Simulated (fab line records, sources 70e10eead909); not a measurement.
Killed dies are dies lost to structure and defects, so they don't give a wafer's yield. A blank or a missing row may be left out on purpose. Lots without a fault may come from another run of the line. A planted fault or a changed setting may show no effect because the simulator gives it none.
A struck lot beside a sound one | flow nand_harc | 15 steps out of a route of 1302
Sound: wafers L372.1, L372.2, L372.5. Struck: wafers L380.1, L380.3, L380.4. The cause comes at the end.
At each step with rows: each side's tool, then ch and its chambers, then its first start. Under that, the readings that differ: sound wafers | struck wafers | difference of the means | sigmas: that difference in standard deviations of wafers without a fault.
alike: readings whose means differ by less than 2 such deviations, and words and numbers that are the same on both sides. not compared: withheld readings, readings that some wafer has no value for, bounds like >300 that may hide the same value, and numbers for which the record gives no deviation and whose values overlap.
The two part at a step that has a row with sigmas, a row that says differs or no value, or rows on one side only. Numbers that don't overlap but have no deviation are shown without sigmas and don't part them. A reading that every wafer of one side lacks parts them only if that side has two wafers or more.

first, 5 steps without rows for these wafers: NHARC_A_BONDPAD_SOFTBAKE_04 (time 70 s); NHARC_A_BONDPAD_EBR_05; NHARC_A_BONDPAD_EXPOSE_06 (exposes mask A BPAD); NHARC_A_BONDPAD_PEB_07 (peb time 80 s); NHARC_A_BONDPAD_DEVELOP_08 (time 50 s).
NHARC_A_BONDPAD_CD_MEAS_09: target cd 500 nm.
  sound on cd_sem-02 ch 0, day 23 20:31; struck on cd_sem-01 ch 0, day 27 02:34
  alike: cd_nm
NHARC_A_BONDPAD_OVL_MEAS_35:
  sound on overlay-02, day 23 20:36; struck on overlay-01, day 27 02:39
  alike: overlay_x_nm, overlay_y_nm
then, 1 step without rows for these wafers: NHARC_A_BONDPAD_HARDBAKE_10 (time 65 s).
NHARC_A_BONDPAD_DESCUM_11: chemistry O2, time 3 s.
  sound on rie_diel-09 ch 0,2,3, day 23 20:44; struck on rie_diel-09 ch 0,2,3, day 27 02:47
  alike: drypump_motor_current_A, oes_product_au, rf_vpp_V, showerhead_plenum_p_Torr, throttle_valve_pct
  not compared: rf_hours_counter_h
NHARC_A_BONDPAD_ETCH_34: etches the open film in N2/H2, target depth 60 nm, overetch 18 nm, time 65.91 s.
  sound on rie_diel-09 ch 0,2,3, day 23 20:49; struck on rie_diel-09 ch 0,2,3, day 27 02:52
  alike: drypump_motor_current_A, oes_product_au, rf_fwd_power_W, rf_vpp_V, showerhead_plenum_p_Torr, throttle_valve_pct
  not compared: rf_hours_counter_h
NHARC_A_BONDPAD_ETCH_12: etches the open film in CHF3/O2, target depth 220 nm, time 110 s.
  sound on rie_diel-09 ch 1,2,3; struck on rie_diel-09 ch 1,2,3
  alike: drypump_motor_current_A, oes_product_au, rf_fwd_power_W, rf_vpp_V, showerhead_plenum_p_Torr, throttle_valve_pct
  not compared: rf_hours_counter_h
NHARC_A_BONDPAD_CD_MEAS_13:
  sound on cd_sem-01, day 23 21:02; struck on cd_sem-01, day 27 03:05
  alike: cd_nm
NHARC_A_BONDPAD_STRIP_15: strips in O2.
  sound on rie_diel-09 ch 0,1,3, day 23 21:09; struck on rie_diel-09 ch 0,1,3, day 27 03:10
  reading                        | sound             | struck            | difference | sigmas
  chamber_pressure_mTorr (mTorr) | 59.92 59.98 60.01 | 54.68 54.75 54.75 | -5.24      | -92
  alike: drypump_motor_current_A, oes_product_au, rf_vpp_V, showerhead_plenum_p_Torr, throttle_valve_pct
  not compared: rf_hours_counter_h
NHARC_A_BONDPAD_ETCH_24: etches the open film in CF4/N2, target depth 30 nm, time 72.99 s.
  sound on rie_diel-09 ch 0,2,3; struck on rie_diel-09 ch 0,1,3
  alike: drypump_motor_current_A, oes_product_au, rf_fwd_power_W, rf_vpp_V, showerhead_plenum_p_Torr, throttle_valve_pct
  not compared: rf_hours_counter_h
NHARC_END_SORT_01:
  the record has rows for the struck wafers here (prober-01 ch 0, day 28 05:53) and none for the sound ones

WHERE THEY PART
First at NHARC_A_BONDPAD_STRIP_15; last, within this record, at NHARC_END_SORT_01.

WHY: what the simulator had put in
Process parameter drift: rie_diel-09, from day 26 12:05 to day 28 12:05, at NHARC_A_BONDPAD_STRIP_15. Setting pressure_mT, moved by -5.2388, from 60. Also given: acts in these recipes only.
